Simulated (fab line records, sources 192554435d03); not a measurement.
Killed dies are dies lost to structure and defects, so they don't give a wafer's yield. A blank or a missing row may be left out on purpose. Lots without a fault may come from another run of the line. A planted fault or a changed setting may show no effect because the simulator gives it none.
Which tool did it? | flow n5_finfet | 12 lots, 36 wafers sampled, at 2 steps of a route of 1938

WHAT THE GAUGES READ, wafer by wafer
N5_SD_EPI_P_CD_MEAS_09: target cd 240 nm.
lot  | measured    | on        | cd_nm (nm)
L075 | day 3 11:07 | cd_sem-02 | 240.2 238.8 240.4
L077 | day 4 00:29 | cd_sem-02 | 240.2 239.8 240.2
L079 | day 4 17:49 | cd_sem-02 | 239.5 239.0 239.7
L081 | day 5 02:59 | cd_sem-02 | 240.1 240.5 240.1
L083 | day 5 13:41 | cd_sem-02 | 239.0 239.0 239.4
L085 | day 6 08:11 | cd_sem-03 | 241.0 241.6 240.5
L087 | day 6 11:46 | cd_sem-03 | 239.5 238.9 239.7
L089 | day 7 02:46 | cd_sem-02 | 239.6 239.8 239.7
L091 | day 7 11:15 | cd_sem-03 | 240.8 240.8 239.7
L093 | day 8 00:29 | cd_sem-01 | 239.8 239.1 239.6
L095 | day 8 12:22 | cd_sem-01 | 240.8 240.5 240.3
L097 | day 8 23:33 | cd_sem-02 | 240.6 240.7 241.0

WHICH TOOL RAN EACH LOT (tool, then ch and the chambers of the sampled wafers, then the start)
lot  | N5_SD_EPI_N_STRIP_38
L075 | plasma_asher-02 ch 0,1, day 3 06:46
L077 | plasma_asher-01 ch 0,1, day 3 20:17
L079 | plasma_asher-01 ch 0,1, day 4 12:39
L081 | plasma_asher-02 ch 0,1, day 4 22:47
L083 | plasma_asher-01 ch 0,1, day 5 09:23
L085 | plasma_asher-02 ch 0,1, day 6 02:59
L087 | plasma_asher-02 ch 0,1, day 6 08:13
L089 | plasma_asher-02 ch 0,1, day 6 20:10
L091 | plasma_asher-02 ch 0,1, day 7 07:12
L093 | plasma_asher-01 ch 0,1, day 7 20:09
L095 | plasma_asher-02 ch 0,1, day 8 08:41
L097 | plasma_asher-02 ch 0,1, day 8 19:22
- N5_SD_EPI_N_STRIP_38: strips in N2/H2.

THE ANSWER, worked out from the rows above alone
Rule: what is usual is taken from the lots themselves. Put in order of their means at a reading, lots are off if they are a third of the lots or fewer, leave a main group of 4 or more, and stand apart from it by a gap of 3 or more times the standard deviation of the main group's means; of several such gaps the widest counts. A main group whose means are all the same, to the digits that the tables above print for the reading, isn't used. A lot without any number at a reading at which 4 lots or more have one is off too. The other lots that the step has rows for count as sound.
No lot is off at any reading shown: from this, nothing can be told.

WHAT THE SIMULATOR HAD PUT IN
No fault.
